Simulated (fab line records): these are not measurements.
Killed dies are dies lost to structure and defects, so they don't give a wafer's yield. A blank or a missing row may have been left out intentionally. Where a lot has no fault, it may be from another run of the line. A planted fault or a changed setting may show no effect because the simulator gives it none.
What tool caused it? / flow n5-finfet / 9 lots, 27 wafers sampled, at 7 steps of a route of 1938

## WHAT THE GAUGES SHOWED, per wafer
N5_BEOL_M8_CD_MEAS_28: the cd target is 40 nm.
lot=L779; measured=day 9 21:05; on=cd-sem-02; cd-nm (nm)=40.05 39.68 39.96
lot=L780; measured=day 9 23:55; on=cd-sem-02; cd-nm (nm)=40.07 40.21 39.99
lot=L781; measured=day 10 10:28; on=cd-sem-03; cd-nm (nm)=40.57 40.20 40.33
lot=L784; measured=day 10 20:06; on=cd-sem-03; cd-nm (nm)=39.75 40.27 40.31
lot=L788; measured=day 12 15:41; on=cd-sem-02; cd-nm (nm)=40.03 39.70 40.04
lot=L791; measured=day 12 19:29; on=cd-sem-02; cd-nm (nm)=40.14 40.32 40.16
lot=L792; measured=day 12 22:40; on=cd-sem-01; cd-nm (nm)=40.16 39.61 40.23
lot=L797; measured=day 14 04:59; on=cd-sem-03; cd-nm (nm)=39.98 39.80 39.84
lot=L798; measured=day 14 13:22; on=cd-sem-02; cd-nm (nm)=39.86 40.18 39.79

N5_BEOL_M8_OCD_MEAS_38.
lot=L779; measured=day 9 21:38; on=ocd-01; trench-depth-nm (nm)=94.1 92.5 92.7
lot=L780; measured=day 10 00:28; on=ocd-01; trench-depth-nm (nm)=92.8 92.7 92.5
lot=L781; measured=day 10 11:20; on=ocd-01; trench-depth-nm (nm)=92.3 91.8 93.0
lot=L784; measured=day 10 20:49; on=ocd-01; trench-depth-nm (nm)=94.3 92.7 94.7
lot=L788; measured=day 12 16:40; on=ocd-02; trench-depth-nm (nm)=102.2 91.8 93.0
lot=L791; measured=day 12 20:02; on=ocd-02; trench-depth-nm (nm)=100.2 92.2 91.8
lot=L792; measured=day 12 23:13; on=ocd-02; trench-depth-nm (nm)=96.0 94.1 94.3
lot=L797; measured=day 14 05:52; on=ocd-02; trench-depth-nm (nm)=91.1 92.8 92.5
lot=L798; measured=day 14 14:12; on=ocd-02; trench-depth-nm (nm)=93.6 95.7 94.3

N5_BEOL_M8_THK_MEAS_53: measures by xrf.
lot=L779; measured=day 10 01:35; on=film-metro-02; M8_THK (nm)=81.6 79.1 82.1
lot=L780; measured=day 10 02:42; on=film-metro-02; M8_THK (nm)=81.5 79.8 79.2
lot=L781; measured=day 10 13:58; on=film-metro-02; M8_THK (nm)=79.0 78.1 81.1
lot=L784; measured=day 10 23:41; on=film-metro-01; M8_THK (nm)=80.9 80.5 83.0
lot=L788; measured=day 12 20:35; on=film-metro-02; M8_THK (nm)=89.7 78.2 78.9
lot=L791; measured=day 12 23:30; on=film-metro-01; M8_THK (nm)=88.5 81.2 79.9
lot=L792; measured=day 13 01:49; on=film-metro-02; M8_THK (nm)=81.3 80.0 80.6
lot=L797; measured=day 14 10:32; on=film-metro-01; M8_THK (nm)=77.6 77.9 78.7
lot=L798; measured=day 14 17:25; on=film-metro-01; M8_THK (nm)=80.1 84.7 81.6

N5_BEOL_M8_RS_MEAS_57: measurement is done with a four-point probe.
lot=L779; measured=day 10 01:44; on=film-metro-01; M8_RS (ohm/sq)=0.281 0.291 0.281
lot=L780; measured=day 10 02:50; on=film-metro-01; M8_RS (ohm/sq)=0.278 0.283 0.287
lot=L781; measured=day 10 14:05; on=film-metro-01; M8_RS (ohm/sq)=0.289 0.295 0.281
lot=L784; measured=day 10 23:49; on=film-metro-01; M8_RS (ohm/sq)=0.282 0.285 0.276
lot=L788; measured=day 12 20:43; on=film-metro-02; M8_RS (ohm/sq)=0.248 0.289 0.286
lot=L791; measured=day 12 23:38; on=film-metro-02; M8_RS (ohm/sq)=0.257 0.283 0.289
lot=L792; measured=day 13 01:56; on=film-metro-01; M8_RS (ohm/sq)=0.276 0.281 0.280
lot=L797; measured=day 14 10:40; on=film-metro-02; M8_RS (ohm/sq)=0.294 0.293 0.289
lot=L798; measured=day 14 17:32; on=film-metro-01; M8_RS (ohm/sq)=0.289 0.271 0.282

## TOOL THAT RAN EACH LOT (tool first, then ch and the chambers of the sampled wafers, then the start)
lot=L779; N5_BEOL_M8_TRENCH_ETCH_37=rie-diel-01 ch 1,2,3, day 9 21:29; N5_BEOL_M8_CURE_75=uv-cure-02 ch 2, day 9 21:53; N5_BEOL_M8_DEGAS_44=pvd-sputter-03, day 10 00:05
lot=L780; N5_BEOL_M8_TRENCH_ETCH_37=rie-diel-01 ch 0,1,2, day 10 00:18; N5_BEOL_M8_CURE_75=uv-cure-02 ch 0, day 10 00:45; N5_BEOL_M8_DEGAS_44=pvd-sputter-01, day 10 01:05
lot=L781; N5_BEOL_M8_TRENCH_ETCH_37=rie-diel-05 ch 1,2,3, day 10 11:10; N5_BEOL_M8_CURE_75=uv-cure-01 ch 1, day 10 11:32; N5_BEOL_M8_DEGAS_44=pvd-sputter-01, day 10 11:58
lot=L784; N5_BEOL_M8_TRENCH_ETCH_37=rie-diel-04 ch 1,2, day 10 20:40; N5_BEOL_M8_CURE_75=uv-cure-03 ch 1, day 10 21:01; N5_BEOL_M8_DEGAS_44=pvd-sputter-02, day 10 21:22
lot=L788; N5_BEOL_M8_TRENCH_ETCH_37=rie-diel-01 ch 0,1,2, day 12 16:31; N5_BEOL_M8_CURE_75=uv-cure-02 ch 1, day 12 17:09; N5_BEOL_M8_DEGAS_44=pvd-sputter-01, day 12 17:32
lot=L791; N5_BEOL_M8_TRENCH_ETCH_37=rie-diel-01 ch 0,1, day 12 19:53; N5_BEOL_M8_CURE_75=uv-cure-01 ch 1, day 12 20:14; N5_BEOL_M8_DEGAS_44=pvd-sputter-02, day 12 20:57
lot=L792; N5_BEOL_M8_TRENCH_ETCH_37=rie-diel-04 ch 0,2, day 12 23:04; N5_BEOL_M8_CURE_75=uv-cure-03 ch 2, day 12 23:28; N5_BEOL_M8_DEGAS_44=pvd-sputter-01, day 13 00:05
lot=L797; N5_BEOL_M8_TRENCH_ETCH_37=rie-diel-05 ch 0,1,3, day 14 05:42; N5_BEOL_M8_CURE_75=uv-cure-01 ch 0, day 14 06:07; N5_BEOL_M8_DEGAS_44=pvd-sputter-01, day 14 06:33
lot=L798; N5_BEOL_M8_TRENCH_ETCH_37=rie-diel-04 ch 0,1,2, day 14 14:02; N5_BEOL_M8_CURE_75=uv-cure-02 ch 1, day 14 14:23; N5_BEOL_M8_DEGAS_44=pvd-sputter-02, day 14 16:00
- N5_BEOL_M8_TRENCH_ETCH_37: etches SiCOH lowk in C4F6/O2, target depth 93.478 nm, time 31.2 s.
- N5_BEOL_M8_CURE_75: cures SiCOH lowk, time 120 s.
- N5_BEOL_M8_DEGAS_44: time 60 s.

## WHAT THE TOOLS THEMSELVES READ (means of the sampled wafers that have a number; where no wafer has one, the mark that the record gives instead)
N5_BEOL_M8_TRENCH_ETCH_37.
lot=L779; tool=rie-diel-01; drypump-motor-current-A (A)=6.1; oes_f_703_au (a.u.)=0.76; oes_o_777_au (a.u.)=0.77; oes-product-au (a.u.)=0.75; rf-fwd-power-W (W)=339.6; rf-vpp-V (V)=666; showerhead-plenum-p-Torr (Torr)=2.81; throttle-valve-pct (%)=21.07
lot=L780; tool=rie-diel-01; drypump-motor-current-A (A)=6.2; oes_f_703_au (a.u.)=0.80; oes_o_777_au (a.u.)=0.81; oes-product-au (a.u.)=0.81; rf-fwd-power-W (W)=340.5; rf-vpp-V (V)=668; showerhead-plenum-p-Torr (Torr)=2.87; throttle-valve-pct (%)=21.17
lot=L781; tool=rie-diel-05; drypump-motor-current-A (A)=6.1; oes_f_703_au (a.u.)=0.81; oes_o_777_au (a.u.)=0.82; oes-product-au (a.u.)=0.81; rf-fwd-power-W (W)=341.2; rf-vpp-V (V)=668; showerhead-plenum-p-Torr (Torr)=2.91; throttle-valve-pct (%)=20.90
lot=L784; tool=rie-diel-04; drypump-motor-current-A (A)=5.7; oes_f_703_au (a.u.)=0.85; oes_o_777_au (a.u.)=0.85; oes-product-au (a.u.)=0.85; rf-fwd-power-W (W)=339.0; rf-vpp-V (V)=660; showerhead-plenum-p-Torr (Torr)=2.89; throttle-valve-pct (%)=20.68
lot=L788; tool=rie-diel-01; drypump-motor-current-A (A)=6.2; oes_f_703_au (a.u.)=0.86; oes_o_777_au (a.u.)=0.86; oes-product-au (a.u.)=0.80; rf-fwd-power-W (W)=367.9; rf-vpp-V (V)=645; showerhead-plenum-p-Torr (Torr)=2.86; throttle-valve-pct (%)=21.21
lot=L791; tool=rie-diel-01; drypump-motor-current-A (A)=6.2; oes_f_703_au (a.u.)=0.91; oes_o_777_au (a.u.)=0.90; oes-product-au (a.u.)=0.83; rf-fwd-power-W (W)=366.8; rf-vpp-V (V)=647; showerhead-plenum-p-Torr (Torr)=2.88; throttle-valve-pct (%)=21.35
lot=L792; tool=rie-diel-04; drypump-motor-current-A (A)=6.0; oes_f_703_au (a.u.)=0.88; oes_o_777_au (a.u.)=0.88; oes-product-au (a.u.)=0.89; rf-fwd-power-W (W)=338.4; rf-vpp-V (V)=662; showerhead-plenum-p-Torr (Torr)=2.94; throttle-valve-pct (%)=20.41
lot=L797; tool=rie-diel-05; drypump-motor-current-A (A)=5.8; oes_f_703_au (a.u.)=0.78; oes_o_777_au (a.u.)=0.79; oes-product-au (a.u.)=0.79; rf-fwd-power-W (W)=340.7; rf-vpp-V (V)=669; showerhead-plenum-p-Torr (Torr)=2.87; throttle-valve-pct (%)=20.89
lot=L798; tool=rie-diel-04; drypump-motor-current-A (A)=6.0; oes_f_703_au (a.u.)=0.82; oes_o_777_au (a.u.)=0.82; oes-product-au (a.u.)=0.83; rf-fwd-power-W (W)=338.9; rf-vpp-V (V)=665; showerhead-plenum-p-Torr (Torr)=2.91; throttle-valve-pct (%)=20.70

N5_BEOL_M8_CURE_75.
lot=L779; tool=uv-cure-02; lamp-power-pct (%)=52.31; wafer_temp_C_max=371.2
lot=L780; tool=uv-cure-02; lamp-power-pct (%)=52.32; wafer_temp_C_max=372.2
lot=L781; tool=uv-cure-01; lamp-power-pct (%)=52.33; wafer_temp_C_max=372.0
lot=L784; tool=uv-cure-03; lamp-power-pct (%)=52.33; wafer_temp_C_max=372.1
lot=L788; tool=uv-cure-02; lamp-power-pct (%)=52.31; wafer_temp_C_max=370.7
lot=L791; tool=uv-cure-01; lamp-power-pct (%)=52.31; wafer_temp_C_max=371.6
lot=L792; tool=uv-cure-03; lamp-power-pct (%)=52.27; wafer_temp_C_max=372.3
lot=L797; tool=uv-cure-01; lamp-power-pct (%)=52.32; wafer_temp_C_max=370.7
lot=L798; tool=uv-cure-02; lamp-power-pct (%)=52.23; wafer_temp_C_max=371.3

N5_BEOL_M8_DEGAS_44.
lot=L779; tool=pvd-sputter-03; heater-power-w (W)=306
lot=L780; tool=pvd-sputter-01; heater-power-w (W)=385
lot=L781; tool=pvd-sputter-01; heater-power-w (W)=349
lot=L784; tool=pvd-sputter-02; heater-power-w (W)=296
lot=L788; tool=pvd-sputter-01; heater-power-w (W)=321
lot=L791; tool=pvd-sputter-02; heater-power-w (W)=298
lot=L792; tool=pvd-sputter-01; heater-power-w (W)=352
lot=L797; tool=pvd-sputter-01; heater-power-w (W)=338
lot=L798; tool=pvd-sputter-02; heater-power-w (W)=264

## THE ANSWER, worked out from the rows above alone
Rule: the usual values come from the lots themselves. The widest of any qualifying gaps counts: lots, ordered by their means at a reading, are off when they make up no more than a third of the lots, leave a main group of 4 or more, and stand apart from it by 3 or more times the standard deviation of that group's means. A main group is skipped when, at the precision printed for the reading in the tables above, its means are all equal. Also off: a lot with no number at a reading for which 4 or more lots have one. The other lots that the step has rows for count as sound. First the gauges in route order, then the tools' own readings, where a lot's mean is used as printed above. At the first step where some lot is off, the reading lying furthest off is the one used; lots without a number count as furthest.
Off: L788, L791, at N5_BEOL_M8_TRENCH_ETCH_37 (rf-fwd-power-W). For the main group the mean is 339.8 W and the standard deviation 0.98.
If a tool, at that step or one of the process steps before it, ran each lot that is off and ran no sound lot following the first of them, it fits. One fits: N5_BEOL_M8_TRENCH_ETCH_37 on rie-diel-01. Its last sound lot is L780 (day 10 00:18), its first lot that is off L788 (day 12 16:31): a fault that began between those two fits.
The tool's own readings at N5_BEOL_M8_TRENCH_ETCH_37 bear it out: on the lots that are off they differ by more than 5 times the standard deviation of the sound lots' means. rf-fwd-power-W reads 367.4 W there against 339.8 W on the sound lots; rf-vpp-V reads 646 V there against 665 V on the sound lots.

## WHAT THE SIMULATOR HAD PUT IN
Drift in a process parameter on rie-diel-01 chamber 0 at N5_BEOL_M8_TRENCH_ETCH_37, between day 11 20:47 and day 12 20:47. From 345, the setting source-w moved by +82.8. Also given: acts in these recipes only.
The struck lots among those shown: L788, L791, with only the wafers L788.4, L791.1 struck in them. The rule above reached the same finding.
